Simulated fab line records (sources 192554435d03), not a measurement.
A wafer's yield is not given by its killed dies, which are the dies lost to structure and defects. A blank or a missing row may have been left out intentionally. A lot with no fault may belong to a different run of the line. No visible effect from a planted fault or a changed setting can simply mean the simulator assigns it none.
Which tool did it? -- flow n5 finfet -- 24 lots with 72 wafers sampled at 6 steps, on a route of 1938 steps

WHAT THE GAUGES READ, wafer by wafer
N5_BEOL_M9_INSPECT_13: inspects for defects (brightfield). Usual: raw defect count 415, standard deviation 87.
lot,measured,on,raw defect count,flag
L076,day 10 11:34,defect inspect-02,500 473 490,
L077,day 11 00:17,defect inspect-01,409 464 384,
L075,day 11 00:19,defect inspect-01,398 421 368,
L079,day 11 20:41,defect inspect-01,476 451 397,
L078,day 11 20:31,defect inspect-01,276 407 238,
L080,day 11 21:33,defect inspect-01,577 413 535,
L081,day 11 21:09,defect inspect-01,293 379 409,
L074,day 11 21:23,defect inspect-01,495 368 561,
L082,day 12 00:36,defect inspect-01,343 528 367,
L083,day 12 13:47,defect inspect-01,347 583 468,
L084,day 12 14:02,defect inspect-02,439 455 463,
L085,day 12 14:28,defect inspect-02,536 356 343,
L086,day 13 12:44,defect inspect-02,421 375 546,
L087,day 14 05:51,defect inspect-01,352 356 409,
L088,day 14 06:26,defect inspect-01,384 379 378,
L089,day 14 09:41,defect inspect-01,402 359 589,
L090,day 14 18:17,defect inspect-02,298 354 466,
L091,day 14 18:44,defect inspect-01,265 271 356,
L092,day 14 18:54,defect inspect-02,241 409 381,
L093,day 15 15:31,defect inspect-02,566 462 388,
L094,day 16 02:52,defect inspect-02,435 387 525,
L095,day 16 03:07,defect inspect-01,553 281 376,
L096,day 16 11:20,defect inspect-02,361 459 471,
L097,day 16 11:50,defect inspect-02,293 393 328,

N5_BEOL_M9_CD_MEAS_18: pitch 140 nm, target cd 70 nm. Usual: cd nm 69.8 nm, standard deviation 0.64.
lot,measured,on,cd nm (nm),flag
L076,day 10 12:03,cd sem-02,69.1 68.9 69.7,
L077,day 11 00:50,cd sem-03,70.7 70.5 69.9,
L075,day 11 00:57,cd sem-02,69.0 69.8 70.2,
L079,day 11 21:21,cd sem-02,69.9 69.5 68.6,
L078,day 11 21:13,cd sem-02,68.8 69.2 69.4,
L080,day 11 22:06,cd sem-03,70.0 69.8 70.2,
L081,day 11 21:39,cd sem-01,69.3 69.5 68.6,
L074,day 11 21:56,cd sem-02,69.4 69.7 69.9,
L082,day 12 01:20,cd sem-03,69.9 70.0 70.4,
L083,day 12 14:22,cd sem-01,69.4 68.7 70.4,
L084,day 12 14:38,cd sem-02,68.9 70.0 69.1,
L085,day 12 15:03,cd sem-02,69.9 69.9 70.1,
L086,day 13 13:25,cd sem-02,70.6 69.7 71.3,
L087,day 14 06:23,cd sem-02,70.2 70.3 70.2,
L088,day 14 06:55,cd sem-01,68.7 69.8 68.9,
L089,day 14 10:13,cd sem-01,70.0 69.8 69.5,
L090,day 14 19:01,cd sem-02,69.8 70.2 69.6,
L091,day 14 19:14,cd sem-02,70.2 68.9 71.0,
L092,day 14 19:25,cd sem-02,70.4 69.9 71.3,
L093,day 15 15:59,cd sem-03,69.3 70.3 69.6,
L094,day 16 03:28,cd sem-01,69.7 70.4 69.5,
L095,day 16 03:44,cd sem-03,71.0 70.4 71.3,
L096,day 16 12:11,cd sem-02,69.9 71.4 70.6,
L097,day 16 12:25,cd sem-01,70.0 68.9 71.1,

N5_BEOL_M9_CD_MEAS_28: target cd 70 nm. Usual: cd nm 70.00 nm, standard deviation 0.27.
lot,measured,on,cd nm (nm),flag
L076,day 10 15:38,cd sem-03,69.96 70.07 69.90,
L077,day 11 03:43,cd sem-02,70.10 70.17 70.28,
L075,day 11 03:40,cd sem-03,69.66 69.84 70.30,
L079,day 11 21:44,cd sem-02,69.67 69.92 69.84,
L078,day 11 21:31,cd sem-02,70.28 69.68 70.10,
L080,day 11 22:27,cd sem-01,70.28 70.66 69.83,
L081,day 11 22:01,cd sem-03,70.35 69.81 70.31,
L074,day 11 22:40,cd sem-02,69.79 70.54 70.64,
L082,day 12 01:46,cd sem-03,69.99 70.16 70.25,
L083,day 12 16:23,cd sem-02,69.66 70.70 69.76,
L084,day 12 16:26,cd sem-01,70.19 70.20 69.95,
L085,day 12 16:29,cd sem-03,70.01 69.69 69.95,
L086,day 13 15:08,cd sem-02,70.26 69.91 70.15,
L087,day 14 07:58,cd sem-01,70.09 69.98 69.81,
L088,day 14 08:08,cd sem-02,69.71 69.76 70.38,
L089,day 14 11:54,cd sem-01,69.55 69.98 70.12,
L090,day 14 23:13,cd sem-02,70.02 69.78 69.76,
L091,day 14 23:16,cd sem-03,70.15 70.01 69.83,
L092,day 14 23:18,cd sem-02,69.92 69.59 69.87,
L093,day 15 18:06,cd sem-01,70.08 69.92 70.03,
L094,day 16 04:46,cd sem-02,69.78 69.95 69.94,
L095,day 16 04:49,cd sem-03,69.78 69.78 70.51,
L096,day 16 14:00,cd sem-02,69.43 69.84 69.67,
L097,day 16 14:10,cd sem-03,69.89 70.02 70.06,

TOOL THAT RAN EACH LOT (tool first, then ch and the chambers of the sampled wafers, then the start)
lot,N5_BEOL_M8_HM_DEP_02,N5_BEOL_M8_DEGAS_44,N5_BEOL_M9_CURE_71
L076,"pvd sputter-01, day 10 03:16","pvd sputter-02, day 10 07:26","uv cure-03 ch 0, day 10 09:37"
L077,"pvd sputter-02, day 10 10:02","pvd sputter-03, day 10 18:51","uv cure-02 ch 1, day 10 20:37"
L075,"pvd sputter-02, day 10 10:14","pvd sputter-02, day 10 19:01","uv cure-01 ch 1, day 10 21:30"
L079,"pvd sputter-02, day 11 11:45","pvd sputter-02, day 11 16:28","uv cure-01 ch 2, day 11 18:50"
L078,"pvd sputter-02, day 11 11:51","pvd sputter-02, day 11 16:33","uv cure-03 ch 2, day 11 18:51"
L080,"pvd sputter-02, day 11 11:57","pvd sputter-02, day 11 16:43","uv cure-03 ch 2, day 11 19:19"
L081,"pvd sputter-03, day 11 11:59","pvd sputter-02, day 11 16:38","uv cure-02 ch 1, day 11 18:59"
L074,"pvd sputter-03, day 11 12:05","pvd sputter-02, day 11 16:47","uv cure-01 ch 0, day 11 19:12"
L082,"pvd sputter-03, day 11 17:46","pvd sputter-02, day 11 21:10","uv cure-02 ch 1, day 11 23:05"
L083,"pvd sputter-01, day 12 04:21","pvd sputter-03, day 12 09:39","uv cure-02 ch 1, day 12 11:23"
L084,"pvd sputter-01, day 12 06:35","pvd sputter-03, day 12 10:32","uv cure-03 ch 0, day 12 12:30"
L085,"pvd sputter-01, day 12 06:41","pvd sputter-03, day 12 10:58","uv cure-03 ch 0, day 12 13:30"
L086,"pvd sputter-01, day 13 01:13","pvd sputter-01, day 13 07:37","uv cure-02 ch 0, day 13 10:10"
L087,"pvd sputter-02, day 13 22:21","pvd sputter-02, day 14 02:09","uv cure-01 ch 1, day 14 04:13"
L088,"pvd sputter-02, day 13 22:37","pvd sputter-02, day 14 02:22","uv cure-01 ch 2, day 14 04:59"
L089,"pvd sputter-01, day 14 01:19","pvd sputter-03, day 14 04:41","uv cure-02 ch 0, day 14 06:57"
L090,"pvd sputter-02, day 14 08:16","pvd sputter-03, day 14 13:24","uv cure-01 ch 1, day 14 15:14"
L091,"pvd sputter-02, day 14 08:55","pvd sputter-02, day 14 13:28","uv cure-03 ch 0, day 14 15:34"
L092,"pvd sputter-02, day 14 09:14","pvd sputter-02, day 14 13:33","uv cure-01 ch 0, day 14 15:53"
L093,"pvd sputter-02, day 15 04:21","pvd sputter-03, day 15 10:47","uv cure-01 ch 1, day 15 13:17"
L094,"pvd sputter-03, day 15 13:25","pvd sputter-02, day 15 20:15","uv cure-03 ch 0, day 15 21:56"
L095,"pvd sputter-01, day 15 17:10","pvd sputter-01, day 15 21:18","uv cure-03 ch 1, day 16 01:06"
L096,"pvd sputter-01, day 16 01:48","pvd sputter-01, day 16 05:54","uv cure-03 ch 0, day 16 07:55"
L097,"pvd sputter-03, day 16 02:13","pvd sputter-02, day 16 06:07","uv cure-03 ch 2, day 16 08:46"
- N5_BEOL_M8_HM_DEP_02: deposits TiN, target thk 20 nm.
- N5_BEOL_M8_DEGAS_44: time 60 s.
- N5_BEOL_M9_CURE_71: cures SiCOH lowk, time 240 s.

WHAT THE TOOLS THEMSELVES READ (means of the sampled wafers that have a number; where no wafer has one, the mark that the record gives instead)
N5_BEOL_M8_HM_DEP_02. Usual: substrate temp c 24.99 C, standard deviation 0.12; throttle valve pct 29.7 %, standard deviation 1.
lot,tool,substrate temp c (C),throttle valve pct (%),flag
L076,pvd sputter-01,25.03,30.6,
L077,pvd sputter-02,25.03,29.0,
L075,pvd sputter-02,25.04,28.6,
L079,pvd sputter-02,25.05,28.7,
L078,pvd sputter-02,24.91,29.6,
L080,pvd sputter-02,24.82,29.7,
L081,pvd sputter-03,25.05,29.6,
L074,pvd sputter-03,24.88,29.8,
L082,pvd sputter-03,24.94,29.4,
L083,pvd sputter-01,24.95,30.5,
L084,pvd sputter-01,25.17,31.0,
L085,pvd sputter-01,24.87,30.8,
L086,pvd sputter-01,25.04,30.1,
L087,pvd sputter-02,25.07,28.3,
L088,pvd sputter-02,24.97,29.1,
L089,pvd sputter-01,25.01,30.5,
L090,pvd sputter-02,24.97,28.5,
L091,pvd sputter-02,25.06,29.2,
L092,pvd sputter-02,24.83,29.0,
L093,pvd sputter-02,24.87,28.6,
L094,pvd sputter-03,24.86,29.5,
L095,pvd sputter-01,25.01,30.6,
L096,pvd sputter-01,24.99,30.1,
L097,pvd sputter-03,25.04,30.1,

N5_BEOL_M8_DEGAS_44. Usual: heater power w 321 W, standard deviation 35.
lot,tool,heater power w (W),flag
L076,pvd sputter-02,349,
L077,pvd sputter-03,316,
L075,pvd sputter-02,318,
L079,pvd sputter-02,353,
L078,pvd sputter-02,353,
L080,pvd sputter-02,352,
L081,pvd sputter-02,315,
L074,pvd sputter-02,320,
L082,pvd sputter-02,311,
L083,pvd sputter-03,299,
L084,pvd sputter-03,302,
L085,pvd sputter-03,306,
L086,pvd sputter-01,326,
L087,pvd sputter-02,319,
L088,pvd sputter-02,289,
L089,pvd sputter-03,314,
L090,pvd sputter-03,310,
L091,pvd sputter-02,372,
L092,pvd sputter-02,323,
L093,pvd sputter-03,304,
L094,pvd sputter-02,320,
L095,pvd sputter-01,326,
L096,pvd sputter-01,321,
L097,pvd sputter-02,322,

N5_BEOL_M9_CURE_71. Usual: lamp power pct 52.32 %, standard deviation 0.05; wafer_temp_C_max 386.6, standard deviation 0.48.
lot,tool,lamp power pct (%),wafer_temp_C_max,flag
L076,uv cure-03,52.30,386.5,
L077,uv cure-02,52.32,386.9,
L075,uv cure-01,52.35,386.5,
L079,uv cure-01,52.32,386.0,
L078,uv cure-03,52.35,386.8,
L080,uv cure-03,52.27,386.9,
L081,uv cure-02,52.34,387.1,
L074,uv cure-01,52.29,387.3,
L082,uv cure-02,52.34,387.0,
L083,uv cure-02,52.34,386.8,
L084,uv cure-03,52.36,386.4,
L085,uv cure-03,52.26,386.1,
L086,uv cure-02,52.34,386.9,
L087,uv cure-01,52.29,386.6,
L088,uv cure-01,52.35,386.1,
L089,uv cure-02,52.36,386.2,
L090,uv cure-01,52.30,386.4,
L091,uv cure-03,52.33,386.1,
L092,uv cure-01,52.30,386.9,
L093,uv cure-01,52.27,386.7,
L094,uv cure-03,52.36,386.4,
L095,uv cure-03,52.33,387.4,
L096,uv cure-03,52.37,386.2,
L097,uv cure-03,52.33,386.2,

THE ANSWER, worked out from the rows above alone
Rule: take the mean of a lot's wafers that have a number; if it is more than 3 standard deviations from the usual mean, the lot is off. A lot without any number at a reading at which 4 lots or more have one is off too. Where the step has rows for the other lots, those lots are counted as sound. The gauges are gone through in route order, then the tools' own readings, and for those a lot's mean is taken as printed above. The first step at which some lot is off is used, and at that step the reading that is off furthest; a lot without a number counts as furthest.
Nothing can be told from this: no lot is off at any reading shown.

WHAT WAS PUT IN BY THE SIMULATOR
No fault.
